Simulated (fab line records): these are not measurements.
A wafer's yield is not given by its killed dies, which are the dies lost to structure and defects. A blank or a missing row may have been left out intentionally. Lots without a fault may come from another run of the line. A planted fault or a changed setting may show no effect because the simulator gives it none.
fab line records	flow n5_finfet
[record] lots = 9	wafers = 27	last_day = 17
route steps=1938 shown BEOL_M4@1056 PASSIVATION@1936
lots with no fault: from the same line, run without faults
start_h: hours from the record's first day to the start of the lot's first wafer shown	wait_h: how many hours have passed since the lot's step before this one	" as in the row above	L1.1+2: several wafers, shown together as one row	- no value present, or no start provided	* or withheld: withheld	< > ~ a bound
route shown NAME@n: names a module that has steps shown in the file, with the first one's number in the route	usual: average and standard deviation across the fault-free wafers	same: alike in all rows	chamber/n: place in a boat	sites: per-site readings	_std_site: the standard deviation of these	_edge_site: inner sites' mean taken away from outer sites' mean	radius_mm: how far each site lies from the wafer's centre	mask NAME#n: copy n	behind: the last tool/chamber to shape the wafer	hold: reason for holding the lot/hours on hold/outcome of the hold	device: the transistor (n, p or np) that didn't switch	end of line: the same wafers' tests at the end of the route	where a step has no rows: the recipe by itself	killed: at the first sort, the dies lost to defects and structure; wafer yield is something else	map: a wafer's dies, marking killed ones x, the rest . and places with no die _
set.NAME: setting as actually run; set.NAME@STEP: the setting as run at that earlier step	model.NAME: the simulator's own value behind a step, which no gauge read
one table for each step of the route and one row for each wafer, over a sample of lots
services: when a tool's chamber went out of use (start_h, in hours from the record's first day, below 0 if earlier), for how many hours, and the reason
[[steps]]
[step N5_BEOL_M4_CD_MEAS_28]
[recipe] target_cd_nm = 26.2	landing_energy_ev = 500	detector = se_inlens	target_cd_y_nm = 24.1	polarity = opening
[usual] cd_nm = 26.15/0.21
lot.wafer	tool	chamber	start_h	wait_h	cd_nm
L668.1	cd_sem-01	0	214.55	-	26.37
L668.2	"	0	"	"	26.27
L668.5	"	0	"	"	26.39
L671.1	cd_sem-02	0	221.58	-	26.43
L671.3	"	0	"	"	26.27
L671.5	"	0	"	"	26.20
L670.2	cd_sem-01	0	221.85	-	26.56
L670.4	"	0	"	"	26.33
L670.6	"	0	"	"	26.52
L677.1	cd_sem-01	0	254.46	-	26.32
L677.2	"	0	"	"	25.92
L677.3	"	0	"	"	25.60
L676.1	cd_sem-02	0	255.35	-	26.17
L676.3	"	0	"	"	26.26
L676.4	"	0	"	"	25.81
L679.2	cd_sem-01	0	263.49	-	26.16
L679.4	"	0	"	"	26.21
L679.5	"	0	"	"	25.84
L680.2	cd_sem-01	0	287.01	-	25.84
L680.3	"	0	"	"	26.29
L680.4	"	0	"	"	26.35
L682.4	cd_sem-03	0	288.38	-	26.12
L682.5	"	0	"	"	26.05
L682.6	"	0	"	"	25.88
L683.2	cd_sem-02	0	297.45	-	26.25
L683.3	"	0	"	"	25.89
L683.5	"	0	"	"	25.95
[step N5_BEOL_M4_STRIP_36]
[recipe] chemistry = N2/H2	power_w = 450	temp_c = 40	pressure_mtorr = 20	rf_frequency_hz = 6e+07	overash_fraction = 0.3	bias_power_w = 7	h2_frac = 0.5	n2_flow_sccm = 200	h2_flow_sccm = 200
[usual] bias_power_w = 7.000/0.021	chamber_pressure_mTorr = 20.00/0.031	drypump_motor_current_A = 5.9/0.58	oes_product_au = 0.79/0.1	rf_vpp_V = 59.0/1.6	showerhead_plenum_p_Torr = 2.54/0.093	throttle_valve_pct = 23.67/0.24
lot.wafer	tool	chamber	start_h	wait_h	bias_power_w	chamber_pressure_mTorr	drypump_motor_current_A	oes_product_au	rf_hours_counter_h	rf_vpp_V	showerhead_plenum_p_Torr	throttle_valve_pct
L668.1	rie_diel-05	0	218.79	0.0	7.015	20.00	5.3	0.67	238	60.1	2.62	23.83
L668.2	"	2	"	"	6.970	19.96	5.6	0.77	151	58.2	2.52	23.51
L668.5	"	1	"	"	6.967	20.05	5.9	0.83	-	58.4	2.48	23.96
L670.2	rie_diel-01	0	225.35	0.0	-	-	-	-	-	-	-	-
L670.4	"	3	"	"	-	-	-	-	-	-	-	-
L670.6	"	2	"	"	-	-	-	-	-	-	-	-
L671.1	rie_diel-05	0	225.37	0.0	-	-	-	-	-	-	-	-
L671.3	"	3	"	"	-	-	-	-	-	-	-	-
L671.5	"	3	"	"	-	-	-	-	-	-	-	-
L677.1	rie_diel-01	2	258.36	0.0	6.985	19.99	6.7	0.74	201	60.8	2.53	23.59
L677.2	"	3	"	"	6.980	19.94	5.9	0.96	12	62.2	2.59	23.10
L677.3	"	0	"	"	6.993	20.01	6.2	0.90	34	56.6	2.71	23.58
L676.1	rie_diel-05	1	258.42	0.0	6.994	20.00	5.9	0.80	98	57.4	2.47	24.00
L676.3	"	3	"	"	6.973	19.97	6.7	0.70	236	58.1	2.39	23.95
L676.4	"	1	"	"	6.946	19.97	6.0	0.81	-	60.5	2.47	24.00
L679.2	rie_diel-01	0	269.28	0.0	7.022	19.99	6.2	0.90	38	59.8	2.70	23.59
L679.4	"	3	"	"	7.023	19.97	5.9	0.93	16	55.5	2.59	23.14
L679.5	"	0	"	"	7.057	19.98	6.2	0.89	-	60.4	2.71	23.62
L680.2	rie_diel-01	1	290.72	0.0	7.029	20.01	5.2	0.70	214	56.8	2.51	23.86
L680.3	"	2	"	"	6.992	20.01	6.7	0.72	213	59.8	2.52	23.59
L680.4	"	3	"	"	6.997	20.04	5.9	0.91	26	57.4	2.58	23.13
L682.4	rie_diel-05	1	291.46	0.0	7.022	19.98	5.9	0.79	106	61.2	2.47	23.99
L682.5	"	0	"	"	7.000	20.07	5.2	1.00	-	59.1	2.61	23.46
L682.6	"	3	"	"	7.029	20.01	6.8	0.70	-	57.4	2.39	23.99
L683.2	rie_diel-01	3	300.69	0.0	7.024	19.95	5.9	0.91	29	57.7	2.58	23.16
L683.3	"	2	"	"	6.990	20.01	6.7	0.72	216	58.6	2.52	23.58
L683.5	"	1	"	"	7.019	19.97	5.3	0.68	-	58.0	2.51	23.80
[step N5_BEOL_M4_TRENCH_ETCH_37]
[recipe] chemistry = C4F6/O2	target_depth_a = 555.55	target = SiOC	time_s = 29.2	ion_energy_ev = 250	pressure_mtorr = 30	source_w = 355	bias_w = 185	Ar_flow_sccm = 300	C4F6_flow_sccm = 10	O2_flow_sccm = 10
[usual] drypump_motor_current_A = 5.9/0.58	oes_product_au = 0.79/0.1	rf_vpp_V = 661/10	showerhead_plenum_p_Torr = 2.83/0.097	throttle_valve_pct = 20.78/0.24
[same] time_s = 29.2
lot.wafer	tool	chamber	start_h	wait_h	drypump_motor_current_A	oes_product_au	rf_hours_counter_h	rf_vpp_V	showerhead_plenum_p_Torr	throttle_valve_pct
L668.1	rie_diel-05	0	-	-	5.3	0.65	238	677	2.90	20.79
L668.2	"	2	"	"	5.6	0.75	151	663	2.86	20.95
L668.5	"	1	"	"	6.0	0.82	-	661	2.77	20.92
L670.2	rie_diel-01	0	225.39	0.0	6.2	0.93	23	663	3.02	20.44
L670.4	"	3	"	"	5.9	1.00	1	649	2.90	20.46
L670.6	"	2	"	"	6.7	0.74	-	667	2.82	20.73
L671.1	rie_diel-05	0	225.41	0.0	5.3	0.66	241	676	2.90	20.81
L671.3	"	3	"	"	6.7	0.71	221	646	2.70	21.04
L671.5	"	3	"	"	6.7	0.71	-	645	2.70	21.05
L677.1	rie_diel-01	2	-	-	6.7	0.73	201	670	2.82	20.75
L677.2	"	3	"	"	5.9	0.95	12	649	2.89	20.47
L677.3	"	0	"	"	6.2	0.91	34	664	3.02	20.45
L676.1	rie_diel-05	1	-	-	5.9	0.81	98	661	2.76	20.95
L676.3	"	3	"	"	6.7	0.70	236	647	2.69	21.06
L676.4	"	1	"	"	6.0	0.81	-	661	2.76	20.96
L679.2	rie_diel-01	0	-	-	6.2	0.90	38	662	3.02	20.45
L679.4	"	3	"	"	5.9	0.93	16	648	2.89	20.47
L679.5	"	0	"	"	6.2	0.90	-	662	3.02	20.46
L680.2	rie_diel-01	1	-	-	5.3	0.70	214	667	2.80	21.07
L680.3	"	2	"	"	6.7	0.73	213	669	2.81	20.78
L680.4	"	3	"	"	5.9	0.91	26	649	2.89	20.50
L682.4	rie_diel-05	1	-	-	6.0	0.81	106	660	2.76	20.99
L682.5	"	0	"	"	5.3	0.99	-	676	2.89	20.43
L682.6	"	3	"	"	6.7	0.70	-	647	2.69	21.08
L683.2	rie_diel-01	3	-	-	5.9	0.91	29	649	2.89	20.49
L683.3	"	2	"	"	6.7	0.72	216	668	2.81	20.77
L683.5	"	1	"	"	5.3	0.69	-	669	2.80	21.08
[step N5_BEOL_M4_CD_MEAS_35]
[recipe] target_cd_nm = 18	target_cd_y_nm = 22.4	polarity = opening
[usual] cd_nm = 18.1/0.4
lot.wafer	tool	chamber	start_h	wait_h	cd_nm
L668.1	cd_sem-02	-	219.14	0.0	17.9
L668.2	"	-	"	"	18.2
L668.5	"	-	"	"	18.5
L670.2	cd_sem-01	-	225.71	0.0	18.5
L670.4	"	-	"	"	18.8
L670.6	"	-	"	"	17.7
L671.1	cd_sem-02	-	225.71	0.0	17.2
L671.3	"	-	"	"	17.8
L671.5	"	-	"	"	17.3
L677.1	cd_sem-02	-	258.70	0.0	17.6
L677.2	"	-	"	"	18.4
L677.3	"	-	"	"	16.5
L676.1	cd_sem-02	-	258.76	0.0	17.7
L676.3	"	-	"	"	17.9
L676.4	"	-	"	"	17.9
L679.2	cd_sem-03	-	269.62	0.0	18.1
L679.4	"	-	"	"	18.3
L679.5	"	-	"	"	18.2
L680.2	cd_sem-03	-	291.07	0.0	17.7
L680.3	"	-	"	"	18.7
L680.4	"	-	"	"	17.9
L682.4	cd_sem-03	-	291.81	0.0	18.6
L682.5	"	-	"	"	18.0
L682.6	"	-	"	"	18.3
L683.2	cd_sem-02	-	301.04	0.0	17.7
L683.3	"	-	"	"	18.5
L683.5	"	-	"	"	18.1
[step N5_BEOL_M4_RC_MEAS_101]
[usual] DIBL_N = 36.5/2	DIBL_P = 36.5/2.3	IOFF_N = 0.16/0.036	IOFF_P = 0.21/0.037	ION_N = 672/12	ION_P = 459/7.1	SS_N = 71.6/0.73	SS_P = 73.4/0.76	VT_N = 250/3.3	VT_P = -250.5/2.9
lot.wafer	tool	chamber	start_h	wait_h	DIBL_N[mV/V]	DIBL_P[mV/V]	IOFF_N[nA/um]	IOFF_P[nA/um]	ION_N[uA/um]	ION_P[uA/um]	SS_N[mV/dec]	SS_P[mV/dec]	VT_N[mV]	VT_P[mV]
L668.1	prober-01	0	223.32	0.0	36.5	35.9	0.14	0.19	661	453	72.5	72.6	251	-252.4
L668.2	"	0	"	"	38.1	39.1	0.18	0.24	683	469	72.6	73.7	249	-247.1
L668.5	"	0	"	"	37.2	37.3	0.16	0.21	671	459	72.4	73.2	249	-249.2
L677.1	prober-02	0	262.70	0.0	37.0	35.9	0.15	0.20	671	459	72.1	73.0	251	-251.3
L677.2	"	0	"	"	37.3	34.9	0.14	0.19	645	444	71.8	72.9	253	-251.0
L677.3	"	0	"	"	39.1	38.0	0.19	0.25	681	464	71.4	73.8	249	-246.2
L676.1	prober-01	0	263.28	0.0	35.6	38.7	0.16	0.20	675	459	71.5	74.3	250	-251.6
L676.3	"	0	"	"	36.9	39.1	0.17	0.21	672	456	71.8	74.2	250	-252.3
L676.4	"	0	"	"	33.8	34.8	0.12	0.15	659	451	71.3	72.7	255	-258.8
L679.2	prober-02	0	274.28	0.2	35.3	33.9	0.13	0.20	667	463	70.7	72.7	253	-247.5
L679.4	"	0	"	"	35.1	33.6	0.13	0.19	671	464	70.4	72.4	252	-250.6
L679.5	"	0	"	"	36.7	35.6	0.15	0.23	679	470	71.5	73.3	249	-247.3
L680.2	prober-02	0	296.75	0.2	36.0	36.4	0.16	0.20	654	452	72.2	73.7	251	-253.1
L680.3	"	0	"	"	32.4	33.5	0.12	0.16	668	463	70.2	72.5	250	-252.6
L680.4	"	0	"	"	38.2	40.1	0.22	0.26	693	474	72.2	73.2	244	-248.4
L682.4	prober-01	0	297.56	0.5	39.5	41.0	0.23	0.29	697	475	71.6	74.7	243	-246.4
L682.5	"	0	"	"	36.8	37.8	0.18	0.24	688	464	71.4	73.5	246	-246.8
L682.6	"	0	"	"	34.2	34.2	0.12	0.17	664	459	71.0	72.8	254	-250.7
L683.2	prober-01	0	309.41	0.2	38.1	41.2	0.24	0.30	691	474	72.1	73.9	243	-243.0
L683.3	"	0	"	"	37.5	39.5	0.21	0.26	684	467	71.8	74.3	248	-246.6
L683.5	"	0	"	"	37.7	39.4	0.21	0.26	661	449	72.3	74.0	247	-245.4
[step N5_PASSIVATION_PROBE_49]
[usual] defect_limited_yield = 91.4/1.4	killed_at_M0_to_M3 = 33/11	killed_at_M4_up = 13/5.3	killed_at_contacts = 13/6.1	killed_at_front_end = 40/11	killed_at_other = 2.9/2.7	killed_dies = 102/17	killed_on_rim = 14/4.2	killed_open = 68/13	killed_short = 32/7.5	sort_bin_4_leakage = 0.00/0.022	sort_bin_5_function = 5.1/0.98	sort_bin_6_memory = 3.2/0.69	sort_bin_8_speed = 0.1/1.1	sort_n_pass = 1077/21	sort_yield_pct = 91.3/1.7
[same] gross_dies = 1180	killed_at_back_side = 0
lot.wafer	tool	chamber	start_h	wait_h	defect_limited_yield[%]	killed_at_M0_to_M3	killed_at_M4_up	killed_at_contacts	killed_at_front_end	killed_at_other	killed_dies	killed_on_rim	killed_open	killed_short	sort_bin_4_leakage[%]	sort_bin_5_function[%]	sort_bin_6_memory[%]	sort_bin_8_speed[%]	sort_n_pass	sort_yield_pct[%]
L668.1	prober-02	-	340.53	0.0	91.6	29	22	9	39	0	99	18	69	29	0	5.3	2.8	0	1081	91.6
L668.2	prober-02	-	340.58	0.1	90.5	28	14	18	52	0	112	18	76	29	0	5.3	3.6	0	1068	90.5
L668.5	prober-02	-	340.73	0.2	92.1	39	21	8	22	3	93	12	60	32	0	4.9	2.3	0	1087	92.1
L671.1	prober-01	-	343.56	0.0	0	18	1116	19	25	2	1180	152	55	16	0	97.8	2.1	0	0	0
L671.3	prober-01	-	343.66	0.1	0	29	1107	11	32	1	1180	152	67	24	0	96.6	3.3	0	0	0
L671.5	prober-01	-	343.76	0.2	0	16	1116	13	33	2	1180	152	50	25	0	97.2	2.5	0	0	0
L670.2	prober-01	-	349.37	0.1	0	14	1115	7	44	0	1180	152	45	28	0	97.5	2.5	0	0	0
L670.4	prober-01	-	349.47	0.2	0	35	1095	9	39	2	1180	152	72	27	0	96.8	2.9	0	0	0
L670.6	prober-01	-	349.57	0.3	0	22	1125	6	25	2	1180	152	43	22	0	97.2	2.5	0	0	0
L676.4	prober-02	-	391.97	0.2	90.9	31	17	12	42	5	107	19	78	27	0	5.0	3.6	0	1073	90.9
L680.2	prober-01	-	414.94	0.1	94.4	17	8	7	33	1	66	8	40	26	0	2.9	2.5	0	1114	94.4
L680.3	prober-01	-	414.99	0.1	90.8	32	13	16	42	6	109	16	72	37	0	6.7	2.3	0	1071	90.8
L680.4	prober-01	-	415.04	0.2	92.6	29	11	5	38	4	87	16	55	30	0	5.3	1.8	0	1093	92.6
// killed by level:class
L668.1 BEOL_M2:geometric_particle:open=10 BEOL_M4:geometric_particle:open=10 FIN_SAQP:geometric_particle:short=9 STI_FIN_REVEAL:geometric_particle:open=9 MOL_CONTACT_COAG:geometric_particle:open=9 BEOL_M0_SAQP:geometric_particle:open=8 FIN_SAQP:geometric_particle:open=5 STI_FIN_REVEAL:geometric_particle:short=4
L668.2 STI_FIN_REVEAL:geometric_particle:open=17 MOL_CONTACT_COAG:geometric_particle:open=14 FIN_SAQP:geometric_particle:open=12 BEOL_M0_SAQP:geometric_particle:open=9 BEOL_M0_SAQP:geometric_particle:short=8 FIN_SAQP:geometric_particle:short=6 BEOL_M4:geometric_particle:open=5 MOL_CONTACT_COAG:geometric_particle:short=4
L668.5 BEOL_M2:geometric_particle:open=12 BEOL_M4:geometric_particle:open=11 BEOL_M0_SAQP:geometric_particle:short=8 FIN_SAQP:geometric_particle:short=7 MOL_CONTACT_COAG:geometric_particle:open=5 BEOL_M0_SAQP:geometric_particle:open=5 BEOL_M3:geometric_particle:open=5 DUMMY_GATE:geometric_particle:open=3
L671.1 BEOL_M4:area_etch=1109 MOL_CONTACT_COAG:geometric_particle:open=17 BEOL_M1:geometric_particle:open=6 STI_FIN_REVEAL:geometric_particle:open=5 BEOL_M2:geometric_particle:open=5 STARTING-WAFER:geometric_particle:open=4 FIN_SAQP:geometric_particle:open=3 FIN_SAQP:geometric_particle:short=3
L671.3 BEOL_M4:area_etch=1088 FIN_SAQP:geometric_particle:open=14 MOL_CONTACT_COAG:geometric_particle:open=9 BEOL_M5:geometric_particle:open=8 BEOL_M0_SAQP:geometric_particle:short=7 BEOL_M0_SAQP:geometric_particle:open=5 BEOL_M3:geometric_particle:open=5 FIN_SAQP:geometric_particle:short=4
L671.5 BEOL_M4:area_etch=1104 FIN_SAQP:geometric_particle:short=10 MOL_CONTACT_COAG:geometric_particle:open=10 FIN_SAQP:geometric_particle:open=9 STI_FIN_REVEAL:geometric_particle:open=6 BEOL_M4:geometric_particle:open=6 BEOL_M0_SAQP:geometric_particle:short=5 STARTING-WAFER:geometric_particle:open=3
L670.2 BEOL_M4:area_etch=1105 STI_FIN_REVEAL:geometric_particle:open=14 FIN_SAQP:geometric_particle:short=11 FIN_SAQP:geometric_particle:open=4 MOL_CONTACT_COAG:geometric_particle:open=4 BEOL_M4:geometric_particle:open=4 GATE_CUT:geometric_particle:short=3 MOL_CONTACT_COAG:geometric_particle:short=3
L670.4 BEOL_M4:area_etch=1079 FIN_SAQP:geometric_particle:short=12 BEOL_M0_SAQP:geometric_particle:open=8 DUMMY_GATE:geometric_particle:open=7 MOL_CONTACT_COAG:geometric_particle:open=7 BEOL_M1:geometric_particle:open=7 BEOL_M2:geometric_particle:open=7 FIN_SAQP:geometric_particle:open=6
L670.6 BEOL_M4:area_etch=1112 DUMMY_GATE:geometric_particle:open=8 BEOL_M4:geometric_particle:open=7 MOL_CONTACT_COAG:geometric_particle:open=5 BEOL_M0_SAQP:geometric_particle:short=5 BEOL_M3:geometric_particle:open=5 FIN_SAQP:geometric_particle:short=3 BEOL_M0_SAQP:geometric_particle:open=3
L676.4 STI_FIN_REVEAL:geometric_particle:open=18 MOL_CONTACT_COAG:geometric_particle:open=10 BEOL_M0_SAQP:geometric_particle:open=10 FIN_SAQP:geometric_particle:open=9 BEOL_M0_SAQP:geometric_particle:short=8 BEOL_M4:geometric_particle:open=6 BEOL_M3:geometric_particle:open=5 STARTING-WAFER:geometric_particle:short=5
L680.2 FIN_SAQP:geometric_particle:open=11 MOL_CONTACT_COAG:geometric_particle:open=7 BEOL_M0_SAQP:geometric_particle:short=7 FIN_SAQP:geometric_particle:short=6 STARTING-WAFER:geometric_particle:open=5 BEOL_M0:geometric_particle:open=4 STARTING-WAFER:geometric_particle:short=4 DUMMY_GATE:geometric_particle:open=2
L680.3 FIN_SAQP:geometric_particle:open=13 BEOL_M2:geometric_particle:open=12 MOL_CONTACT_COAG:geometric_particle:open=11 FIN_SAQP:geometric_particle:short=9 STI_FIN_REVEAL:geometric_particle:open=9 BEOL_M0_SAQP:geometric_particle:open=6 MOL_CONTACT_COAG:geometric_particle:short=5 BEOL_M1:geometric_particle:open=5
L680.4 FIN_SAQP:geometric_particle:open=14 FIN_SAQP:geometric_particle:short=8 BEOL_M1:geometric_particle:open=7 BEOL_M3:geometric_particle:open=6 STI_FIN_REVEAL:geometric_particle:open=5 MOL_CONTACT_COAG:geometric_particle:open=4 BEOL_M0_SAQP:geometric_particle:open=4 BEOL_M4:geometric_particle:open=4
[[services]]
tool	chamber	start_h	hours	kind
rie_diel-05	-	236.83	0.2	repair
rie_diel-01	1	255.42	3.4	repair
rie_diel-05	0	265.60	-	clean
rie_diel-05	0	265.60	-	consumable_replace:focus_ring
rie_diel-05	0	265.60	22.7	scheduled_down
rie_diel-05	0	265.60	22.7	vent_cycle
rie_diel-01	2	270.68	4.7	repair
rie_diel-05	-	273.86	14.6	pm
[[key]]
[first_sign] step = N5_BEOL_M4_STRIP_36	reading = tool_record	direction = missing
[effect] step = N5_PASSIVATION_PROBE_49	reading = killed_at_M4_up	direction = up	sigmas = 99+	usual = 13	struck = 1112
[more_kills_born_at] N5_BEOL_M4_ETCH_41@rie_diel-05 = 3301	N5_BEOL_M4_ETCH_41@rie_diel-01 = 3296
met_at N5_BEOL_M4_STRIP_36
struck_lots L670,L671
later_rows_left_out L670.2,L670.4,L670.6,L671.1,L671.3,L671.5
not_acting_at N5_BEOL_M4_CD_MEAS_28,N5_BEOL_M4_TRENCH_ETCH_37,N5_BEOL_M4_CD_MEAS_35
onset_between 218.79 225.35
[fault] kind = skipped_step_whole	tool = rie_diel-01,rie_diel-05	chamber = -	onset_h = 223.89	steps = N5_BEOL_M4_STRIP_36	scope = struck_lots_only
// later_rows_left_out: the simulator's readings of these wafers behind a module that went badly wrong aren't trusted and aren't shown, but for the sort
